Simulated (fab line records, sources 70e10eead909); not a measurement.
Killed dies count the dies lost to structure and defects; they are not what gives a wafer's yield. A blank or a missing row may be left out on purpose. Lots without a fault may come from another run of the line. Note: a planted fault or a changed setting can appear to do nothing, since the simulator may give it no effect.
fab line records + flow nand-harc
[record]
- lots = 14
- wafers = 42
- last-day = 24
route steps=1159 shown A_STAIRCASE@609
lots with no fault: from the same line, run without faults
start-h: the number of hours between the record's first day and the start of the first shown wafer of the lot + wait-h: time in hours since the lot's previous step + " as in the row above + L1.1+2: a single row standing in for several wafers + - no value, or no start given + * or withheld: withheld + < > ~ a bound
route shown NAME@n: a module of which the file shows steps, and the number in the route of the first + usual: the fault-free wafers' mean and standard deviation + same: alike in all rows + chamber/n: place in a boat + sites: readings site by site + _std_site: their standard deviation + _edge_site: outer sites' mean less inner sites' + radius-mm: for every site, how far away it sits from the centre of the wafer + mask NAME#n: copy n + behind: the tool/chamber that last shaped the wafer + hold: the reason the lot was held/the length of the hold in hours/how it ended + device: which transistor (n, p or np) failed to switch + end of line: the route-end tests of the same wafers + a step with no rows: only its recipe + killed: dies lost to structure and defects at the first sort, not the wafer's yield + map: the dies of a wafer, with x for killed, . for not killed, _ for no die there
set.NAME: setting as actually run; set.NAME@STEP: the setting as run at that earlier step + model.NAME: the simulator's own value behind a step, which no gauge read
route steps across a sampled set of lots; one table per step, one row per wafer
services: a tool's chamber out of use, with start hour (start-h, from the record's first day; less than 0 if before it), hours out, and reason
[[steps]]
[step NHARC_A_STAIRCASE_PEB_215]
[recipe]
- peb-temp-c = 115
- peb-time-s = 130
[usual]
- chill-plate-temp-C = 23.00/0.11
- exhaust-pa = 44.8/0.88
- heater-power-total-W = 123.87/0.19
| lot.wafer | tool           | chamber | start-h | wait-h | chill-plate-temp-C | exhaust-pa | heater-power-total-W |
|-----------|----------------|---------|---------|--------|--------------------|------------|----------------------|
| L745.1    | litho-track-02 | 0       | 238.26  | 0.1    | 22.99              | 45.7       | 123.85               |
| L745.2    | "              | 0       | "       | "      | 23.04              | 45.0       | 123.79               |
| L745.5    | "              | 0       | "       | "      | 23.14              | 44.4       | 124.10               |
| L746.2    | litho-track-03 | 0       | 254.09  | 0.1    | 23.19              | 44.9       | 124.06               |
| L746.3    | "              | 0       | "       | "      | 23.23              | 45.5       | 123.97               |
| L746.5    | "              | 0       | "       | "      | 23.11              | 46.0       | 123.85               |
| L753.1    | litho-track-02 | -       | 289.14  | 0.1    | -                  | -          | -                    |
| L753.3    | "              | -       | "       | "      | -                  | -          | -                    |
| L753.5    | "              | -       | "       | "      | -                  | -          | -                    |
| L754.1    | litho-track-05 | -       | 289.67  | 0.1    | -                  | -          | -                    |
| L754.3    | "              | -       | "       | "      | -                  | -          | -                    |
| L754.5    | "              | -       | "       | "      | -                  | -          | -                    |
| L758.2    | litho-track-03 | 0       | 316.72  | 0.1    | 23.14              | 44.4       | 123.55               |
| L758.4    | "              | 0       | "       | "      | 22.83              | 45.9       | 123.74               |
| L758.5    | "              | 0       | "       | "      | 22.91              | 44.9       | 124.03               |
| L757.1    | litho-track-03 | 0       | 317.00  | 0.1    | 23.17              | 44.0       | 124.04               |
| L757.4    | "              | 0       | "       | "      | 22.97              | 44.1       | 123.59               |
| L757.6    | "              | 0       | "       | "      | 23.02              | 43.8       | 123.99               |
| L759.2    | litho-track-02 | 0       | 338.58  | 0.1    | 22.84              | 44.3       | 124.11               |
| L759.3    | "              | 0       | "       | "      | 22.83              | 44.3       | 123.57               |
| L759.6    | "              | 0       | "       | "      | 22.97              | 43.6       | 124.07               |
| L760.1    | litho-track-03 | 0       | 343.27  | 0.1    | 23.05              | 45.5       | 123.67               |
| L760.2    | "              | 0       | "       | "      | 22.94              | 45.9       | 124.06               |
| L760.5    | "              | 0       | "       | "      | 22.85              | 45.1       | 124.10               |
| L762.1    | litho-track-05 | 0       | 345.45  | 0.1    | 23.08              | 45.1       | 124.07               |
| L762.4    | "              | 0       | "       | "      | 23.13              | 45.0       | 123.62               |
| L762.6    | "              | 0       | "       | "      | 22.96              | 44.9       | 123.88               |
| L764.1    | litho-track-03 | 0       | 345.77  | 0.1    | 22.79              | 43.9       | 123.71               |
| L764.2    | "              | 0       | "       | "      | 22.97              | 44.6       | 123.48               |
| L764.6    | "              | 0       | "       | "      | 22.94              | 44.5       | 123.94               |
| L763.1    | litho-track-05 | 0       | 355.53  | 0.1    | 23.03              | 45.0       | 123.88               |
| L763.3    | "              | 0       | "       | "      | 23.17              | 45.5       | 124.09               |
| L763.4    | "              | 0       | "       | "      | 23.08              | 45.5       | 123.69               |
| L767.2    | litho-track-03 | 0       | 370.21  | 0.1    | 22.90              | 45.4       | 124.11               |
| L767.4    | "              | 0       | "       | "      | 22.88              | 45.0       | 123.70               |
| L767.5    | "              | 0       | "       | "      | 22.92              | 43.6       | 123.77               |
| L765.1    | litho-track-05 | 0       | 374.31  | 0.1    | 23.01              | 44.3       | 124.08               |
| L765.4    | "              | 0       | "       | "      | 22.82              | 43.4       | 123.49               |
| L765.6    | "              | 0       | "       | "      | 23.07              | 43.5       | 123.90               |
| L766.1    | litho-track-05 | 0       | 382.57  | 0.1    | 23.15              | 44.3       | 123.49               |
| L766.3    | "              | 0       | "       | "      | 23.03              | 43.3       | 123.47               |
| L766.6    | "              | 0       | "       | "      | 23.02              | 44.4       | 123.94               |
[step NHARC_A_STAIRCASE_ETCH_225]
[recipe]
- target-depth-a = 1000
- time-s = 40.5
- ion-energy-ev = 400
- c4f8-flow-sccm = 20
- o2-flow-sccm = 10
- ar-flow-sccm = withheld
- rf-w = 600
- bias-w = 1000
- chemistry = C4F8/O2
[usual]
- bias-w = 1000/3.3
- oes-product-au = 0.934/0.013
- rf-vpp-V = 897/6.8
| lot.wafer | tool        | chamber | start-h | wait-h | bias-w | oes-product-au | rf-hours-counter-h | rf-vpp-V |
|-----------|-------------|---------|---------|--------|--------|----------------|--------------------|----------|
| L745.1    | rie-diel-11 | 3       | -       | -      | 1003   | 0.942          | 19                 | 889      |
| L745.2    | "           | 1       | "       | "      | 1000   | 0.962          | 16                 | 904      |
| L745.5    | "           | 2       | "       | "      | 995    | 0.933          | -                  | 907      |
| L746.3    | rie-diel-05 | 2       | -       | -      | 995    | 0.930          | 32                 | 890      |
| L746.2    | "           | 0       | "       | "      | 995    | 0.935          | 32                 | 894      |
| L746.5    | "           | 3       | "       | "      | 1001   | 0.955          | -                  | 888      |
| L753.1    | rie-diel-12 | 2       | -       | -      | 1002   | 0.925          | 28                 | 889      |
| L753.3    | "           | 0       | "       | "      | 999    | 0.913          | 28                 | 901      |
| L753.5    | "           | 1       | "       | "      | 995    | 0.931          | -                  | 905      |
| L754.1    | rie-diel-05 | 3       | -       | -      | 998    | 0.960          | 46                 | 886      |
| L754.3    | "           | 2       | "       | "      | 1002   | 0.941          | 49                 | 889      |
| L754.5    | "           | 3       | "       | "      | 1000   | 0.960          | -                  | 887      |
| L758.4    | rie-diel-11 | 3       | -       | -      | 1001   | 0.962          | 49                 | 888      |
| L758.2    | "           | 0       | "       | "      | 998    | 0.952          | 45                 | 889      |
| L758.5    | "           | 2       | "       | "      | 1008   | 0.927          | -                  | 904      |
| L757.4    | rie-diel-12 | 3       | -       | -      | 1008   | 0.949          | 33                 | 901      |
| L757.1    | "           | 1       | "       | "      | 1004   | 0.932          | 34                 | 906      |
| L757.6    | "           | 3       | "       | "      | 1001   | 0.953          | -                  | 900      |
| L759.2    | rie-diel-12 | 3       | -       | -      | 1005   | 0.946          | 40                 | 900      |
| L759.3    | "           | 2       | "       | "      | 1006   | 0.929          | 41                 | 889      |
| L759.6    | "           | 3       | "       | "      | 1003   | 0.945          | -                  | 900      |
| L760.1    | rie-diel-12 | 0       | -       | -      | 1000   | 0.920          | 44                 | 899      |
| L760.2    | "           | 2       | "       | "      | 1001   | 0.926          | 44                 | 889      |
| L760.5    | "           | 1       | "       | "      | 1000   | 0.940          | -                  | 906      |
| L762.1    | rie-diel-11 | 0       | -       | -      | 1001   | 0.948          | 56                 | 889      |
| L762.4    | "           | 1       | "       | "      | 999    | 0.960          | 61                 | 904      |
| L762.6    | "           | 3       | "       | "      | 1004   | 0.942          | -                  | 888      |
| L764.2    | rie-diel-12 | 3       | -       | -      | 1001   | 0.936          | 45                 | 901      |
| L764.1    | "           | 2       | "       | "      | 1000   | 0.922          | 45                 | 890      |
| L764.6    | "           | 3       | "       | "      | 994    | 0.939          | -                  | 899      |
| L763.3    | rie-diel-11 | 3       | -       | -      | 1000   | 0.929          | 64                 | 886      |
| L763.1    | "           | 0       | "       | "      | 1003   | 0.953          | 59                 | 889      |
| L763.4    | "           | 2       | "       | "      | 998    | 0.947          | 64                 | 903      |
| L767.4    | rie-diel-12 | 2       | -       | -      | 1003   | 0.923          | 55                 | 889      |
| L767.2    | "           | 3       | "       | "      | 999    | 0.928          | 54                 | 899      |
| L767.5    | "           | 2       | "       | "      | 1002   | 0.921          | -                  | 890      |
| L765.4    | rie-diel-12 | 0       | -       | -      | 1000   | 0.907          | 58                 | 900      |
| L765.1    | "           | 1       | "       | "      | 1004   | 0.917          | 59                 | 905      |
| L765.6    | "           | 1       | "       | "      | 996    | 0.925          | -                  | 905      |
| L766.1    | rie-diel-11 | 0       | -       | -      | 998    | 0.909          | 2                  | 889      |
| L766.3    | "           | 2       | "       | "      | 999    | 0.922          | 2                  | 905      |
| L766.6    | "           | 0       | "       | "      | 1003   | 0.914          | -                  | 890      |
[step NHARC_A_STAIRCASE_TRIM_226]
[recipe]
- time-s = 211.2
- o2-flow-sccm = 500
- ar-flow-sccm = 0
- bias-w = 0
- chemistry = O2
[usual]
- drypump-motor-current-A = 5.8/0.44
- oes-product-au = 0.997/0.013
- rf-vpp-V = 57.8/0.9
- showerhead-plenum-p-Torr = 3.56/0.18
- throttle-valve-pct = 17.036/0.0089
[same]
- bias-w = 0
| lot.wafer | tool        | chamber | start-h | wait-h | drypump-motor-current-A | oes-product-au | rf-hours-counter-h | rf-vpp-V | showerhead-plenum-p-Torr | throttle-valve-pct |
|-----------|-------------|---------|---------|--------|-------------------------|----------------|--------------------|----------|--------------------------|--------------------|
| L745.1    | rie-diel-11 | 1       | -       | -      | 5.7                     | 1.022          | 16                 | 57.7     | 3.77                     | 17.062             |
| L745.2    | "           | 0       | "       | "      | 5.8                     | 0.995          | 18                 | 56.7     | 3.37                     | 17.052             |
| L745.5    | "           | 1       | "       | "      | 5.7                     | 1.009          | -                  | 57.5     | 3.77                     | 17.038             |
| L746.3    | rie-diel-05 | 3       | -       | -      | 6.5                     | 1.007          | 32                 | 56.9     | 3.30                     | 17.044             |
| L746.2    | "           | 1       | "       | "      | 5.7                     | 0.988          | 32                 | 58.2     | 3.49                     | 17.039             |
| L746.5    | "           | 0       | "       | "      | 4.8                     | 1.003          | -                  | 58.7     | 3.49                     | 17.035             |
| L753.3    | rie-diel-12 | 3       | -       | -      | 5.5                     | 0.991          | 28                 | 57.8     | 3.64                     | 17.033             |
| L753.1    | "           | 0       | "       | "      | 6.1                     | 0.988          | 28                 | 58.6     | 3.66                     | 17.028             |
| L753.5    | "           | 3       | "       | "      | 5.6                     | 1.010          | -                  | 57.6     | 3.64                     | 17.030             |
| L754.1    | rie-diel-05 | 2       | -       | -      | 6.2                     | 0.986          | 49                 | 58.8     | 3.37                     | 17.045             |
| L754.3    | "           | 1       | "       | "      | 5.7                     | 1.001          | 49                 | 57.8     | 3.48                     | 17.036             |
| L754.5    | "           | 3       | "       | "      | 6.5                     | 1.015          | -                  | 56.8     | 3.30                     | 17.032             |
| L758.4    | rie-diel-11 | 0       | -       | -      | 5.8                     | 1.007          | 45                 | 57.4     | 3.36                     | 17.033             |
| L758.2    | "           | 3       | "       | "      | 6.6                     | 1.016          | 49                 | 57.6     | 3.32                     | 17.035             |
| L758.5    | "           | 1       | "       | "      | 5.7                     | 1.019          | -                  | 57.1     | 3.75                     | 17.034             |
| L757.1    | rie-diel-12 | 3       | -       | -      | 5.6                     | 1.016          | 33                 | 59.1     | 3.64                     | 17.030             |
| L757.4    | "           | 0       | "       | "      | 6.1                     | 0.987          | 34                 | 58.7     | 3.66                     | 17.028             |
| L757.6    | "           | 0       | "       | "      | 6.1                     | 0.992          | -                  | 57.4     | 3.66                     | 17.048             |
| L759.3    | rie-diel-12 | 2       | -       | -      | 5.4                     | 0.992          | 41                 | 57.0     | 3.34                     | 17.048             |
| L759.2    | "           | 3       | "       | "      | 5.5                     | 1.007          | 41                 | 58.8     | 3.63                     | 17.029             |
| L759.6    | "           | 2       | "       | "      | 5.4                     | 0.990          | -                  | 58.4     | 3.34                     | 17.045             |
| L760.2    | rie-diel-12 | 2       | -       | -      | 5.3                     | 0.999          | 44                 | 58.0     | 3.34                     | 17.042             |
| L760.1    | "           | 3       | "       | "      | 5.5                     | 1.008          | 43                 | 57.6     | 3.63                     | 17.025             |
| L760.5    | "           | 0       | "       | "      | 6.1                     | 0.983          | -                  | 57.7     | 3.65                     | 17.023             |
| L762.1    | rie-diel-11 | 1       | -       | -      | 5.7                     | 1.014          | 61                 | 57.5     | 3.74                     | 17.035             |
| L762.4    | "           | 3       | "       | "      | 6.6                     | 0.990          | 59                 | 56.2     | 3.31                     | 17.035             |
| L762.6    | "           | 1       | "       | "      | 5.7                     | 1.023          | -                  | 57.0     | 3.74                     | 17.031             |
| L764.1    | rie-diel-12 | 3       | -       | -      | 5.6                     | 0.999          | 45                 | 58.6     | 3.63                     | 17.044             |
| L764.2    | "           | 1       | "       | "      | 5.9                     | 0.981          | 46                 | 58.3     | 3.78                     | 17.019             |
| L764.6    | "           | 0       | "       | "      | 6.1                     | 0.966          | -                  | 57.8     | 3.65                     | 17.035             |
| L763.4    | rie-diel-11 | 1       | -       | -      | 5.7                     | 1.019          | 65                 | 58.4     | 3.74                     | 17.047             |
| L763.3    | "           | 2       | "       | "      | 6.1                     | 0.983          | 64                 | 58.3     | 3.77                     | 17.029             |
| L763.1    | "           | 3       | "       | "      | 6.6                     | 0.987          | 64                 | 57.4     | 3.31                     | 17.048             |
| L767.2    | rie-diel-12 | 2       | -       | -      | 5.3                     | 0.989          | 55                 | 57.6     | 3.34                     | 17.045             |
| L767.4    | "           | 3       | "       | "      | 5.6                     | 1.010          | 54                 | 58.4     | 3.62                     | 17.031             |
| L767.5    | "           | 2       | "       | "      | 5.4                     | 0.990          | -                  | 56.6     | 3.34                     | 17.024             |
| L765.1    | rie-diel-12 | 1       | -       | -      | 6.0                     | 1.006          | 59                 | 59.0     | 3.77                     | 17.033             |
| L765.4    | "           | 3       | "       | "      | 5.5                     | 1.012          | 58                 | 59.3     | 3.62                     | 17.038             |
| L765.6    | "           | 2       | "       | "      | 5.3                     | 1.001          | -                  | 57.7     | 3.34                     | 17.037             |
| L766.3    | rie-diel-11 | 2       | -       | -      | 6.1                     | 1.005          | 2                  | 59.1     | 3.77                     | 17.038             |
| L766.1    | "           | 3       | "       | "      | 6.6                     | 1.001          | 2                  | 56.3     | 3.31                     | 17.043             |
| L766.6    | "           | 0       | "       | "      | 5.8                     | 0.986          | -                  | 58.2     | 3.35                     | 17.036             |
[step NHARC_A_STAIRCASE_ETCH_227]
[recipe]
- target-depth-a = 1000
- time-s = 40.5
- ion-energy-ev = 400
- c4f8-flow-sccm = 20
- o2-flow-sccm = 10
- ar-flow-sccm = withheld
- rf-w = 600
- bias-w = 1000
- chemistry = C4F8/O2
[usual]
- bias-w = 1000/3.4
- oes-product-au = 0.936/0.013
- rf-vpp-V = 897/6.4
| lot.wafer | tool        | chamber | start-h | wait-h | bias-w | oes-product-au | rf-hours-counter-h | rf-vpp-V |
|-----------|-------------|---------|---------|--------|--------|----------------|--------------------|----------|
| L745.2    | rie-diel-11 | 2       | -       | -      | 1003   | 0.945          | 17                 | 906      |
| L745.1    | "           | 3       | "       | "      | 993    | 0.958          | 19                 | 890      |
| L745.5    | "           | 1       | "       | "      | 1004   | 0.957          | -                  | 903      |
| L746.2    | rie-diel-05 | 1       | -       | -      | 1000   | 0.943          | 32                 | 894      |
| L746.3    | "           | 2       | "       | "      | 999    | 0.932          | 32                 | 892      |
| L746.5    | "           | 2       | "       | "      | 999    | 0.947          | -                  | 890      |
| L753.3    | rie-diel-12 | 1       | -       | -      | 998    | 0.938          | 29                 | 906      |
| L753.1    | "           | 0       | "       | "      | 1001   | 0.911          | 28                 | 903      |
| L753.5    | "           | 1       | "       | "      | 1004   | 0.931          | -                  | 905      |
| L754.3    | rie-diel-05 | 1       | -       | -      | 1001   | 0.931          | 49                 | 894      |
| L754.1    | "           | 3       | "       | "      | 1000   | 0.950          | 46                 | 888      |
| L754.5    | "           | 0       | "       | "      | 1000   | 0.935          | -                  | 895      |
| L758.2    | rie-diel-11 | 3       | -       | -      | 1002   | 0.963          | 49                 | 888      |
| L758.4    | "           | 2       | "       | "      | 1000   | 0.955          | 49                 | 906      |
| L758.5    | "           | 3       | "       | "      | 1001   | 0.959          | -                  | 888      |
| L757.4    | rie-diel-12 | 2       | -       | -      | 995    | 0.934          | 34                 | 890      |
| L757.1    | "           | 1       | "       | "      | 1004   | 0.936          | 35                 | 905      |
| L757.6    | "           | 3       | "       | "      | 1000   | 0.956          | -                  | 901      |
| L759.3    | rie-diel-12 | 3       | -       | -      | 1000   | 0.957          | 41                 | 898      |
| L759.2    | "           | 0       | "       | "      | 1002   | 0.922          | 41                 | 900      |
| L759.6    | "           | 3       | "       | "      | 1001   | 0.958          | -                  | 900      |
| L760.2    | rie-diel-12 | 0       | -       | -      | 1000   | 0.924          | 44                 | 899      |
| L760.1    | "           | 1       | "       | "      | 998    | 0.937          | 44                 | 905      |
| L760.5    | "           | 0       | "       | "      | 1001   | 0.917          | -                  | 900      |
| L762.4    | rie-diel-11 | 1       | -       | -      | 1001   | 0.949          | 61                 | 903      |
| L762.1    | "           | 3       | "       | "      | 1005   | 0.937          | 59                 | 889      |
| L762.6    | "           | 1       | "       | "      | 1002   | 0.950          | -                  | 905      |
| L764.2    | rie-diel-12 | 3       | -       | -      | 997    | 0.943          | 45                 | 899      |
| L764.1    | "           | 2       | "       | "      | 1002   | 0.924          | 45                 | 889      |
| L764.6    | "           | 3       | "       | "      | 999    | 0.946          | -                  | 898      |
| L763.1    | rie-diel-11 | 3       | -       | -      | 999    | 0.941          | 64                 | 888      |
| L763.4    | "           | 0       | "       | "      | 1000   | 0.957          | 60                 | 890      |
| L763.3    | "           | 1       | "       | "      | 1001   | 0.946          | 65                 | 904      |
| L767.2    | rie-diel-12 | 1       | -       | -      | 997    | 0.925          | 54                 | 906      |
| L767.4    | "           | 2       | "       | "      | 994    | 0.920          | 56                 | 889      |
| L767.5    | "           | 0       | "       | "      | 1005   | 0.916          | -                  | 898      |
| L765.1    | rie-diel-12 | 2       | -       | -      | 997    | 0.932          | 59                 | 889      |
| L765.4    | "           | 3       | "       | "      | 994    | 0.945          | 58                 | 898      |
| L765.6    | "           | 1       | "       | "      | 999    | 0.935          | -                  | 905      |
| L766.1    | rie-diel-11 | 2       | -       | -      | 1001   | 0.934          | 2                  | 905      |
| L766.3    | "           | 0       | "       | "      | 1004   | 0.920          | 2                  | 890      |
| L766.6    | "           | 2       | "       | "      | 1003   | 0.931          | -                  | 904      |
[[services]]
| tool           | chamber | start-h | hours | kind   |
|----------------|---------|---------|-------|--------|
| rie-diel-12    | 0       | 236.04  | -     | clean  |
| rie-diel-12    | 1       | 236.04  | -     | clean  |
| rie-diel-12    | 2       | 236.04  | -     | clean  |
| rie-diel-12    | 3       | 236.04  | -     | clean  |
| litho-track-05 | -       | 237.00  | 7.0   | pm     |
| rie-diel-11    | 2       | 242.83  | 4.5   | repair |
| rie-diel-11    | 0       | 259.02  | 6.5   | repair |
| rie-diel-12    | 0       | 260.54  | -     | clean  |
| rie-diel-12    | 1       | 260.54  | -     | clean  |
| rie-diel-12    | 2       | 260.54  | -     | clean  |
| rie-diel-12    | 3       | 260.54  | -     | clean  |
| rie-diel-12    | 0       | 285.04  | -     | clean  |
| rie-diel-12    | 1       | 285.04  | -     | clean  |
| rie-diel-12    | 2       | 285.04  | -     | clean  |
| rie-diel-12    | 3       | 285.04  | -     | clean  |
| rie-diel-12    | 0       | 309.54  | -     | clean  |
| rie-diel-12    | 1       | 309.54  | -     | clean  |
| rie-diel-12    | 2       | 309.54  | -     | clean  |
| litho-track-02 | -       | 340.00  | 7.0   | pm     |
| rie-diel-05    | -       | 340.65  | 9.0   | pm     |
| rie-diel-11    | -       | 366.55  | 9.0   | pm     |
| rie-diel-05    | 0       | 372.58  | 1.2   | repair |
| rie-diel-12    | -       | 379.53  | 9.0   | pm     |
| rie-diel-11    | 1       | 383.84  | 2.7   | repair |
[[key]]
[first-sign]
- step = NHARC_A_STAIRCASE_PEB_215
- reading = tool-record
- direction = missing
effect none on later readings
met-at NHARC_A_STAIRCASE_PEB_215
struck-lots L753,L754
later-rows-left-out L753.1,L753.3,L753.5,L754.1,L754.3,L754.5
sort-left-out L753.1,L753.3,L753.5,L754.1,L754.3,L754.5
tester-left-out L753,L754
not-acting-at NHARC_A_STAIRCASE_ETCH_225,NHARC_A_STAIRCASE_TRIM_226,NHARC_A_STAIRCASE_ETCH_227
onset-between 238.26 289.14
[fault]
- kind = skipped-step-whole
- tool = litho-track-02,litho-track-05
- chamber = -
- onset-h = 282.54
- steps = NHARC_A_STAIRCASE_PEB_215
- scope = struck-lots-only
// tester-left-out: of these lots the tester's yield and bins aren't shown, on N5 and GAA mostly nor the transistor test; their killed dies are dies lost to structure and defects alone, not to doping, threshold or leakage, so they don't give the yield
// sort-left-out: the simulated sort isn't trusted on such a fault, so these wafers' sort isn't shown, and their yield isn't known
// later-rows-left-out: the simulator's readings of these wafers behind a module that went badly wrong aren't trusted and aren't shown, but for the sort
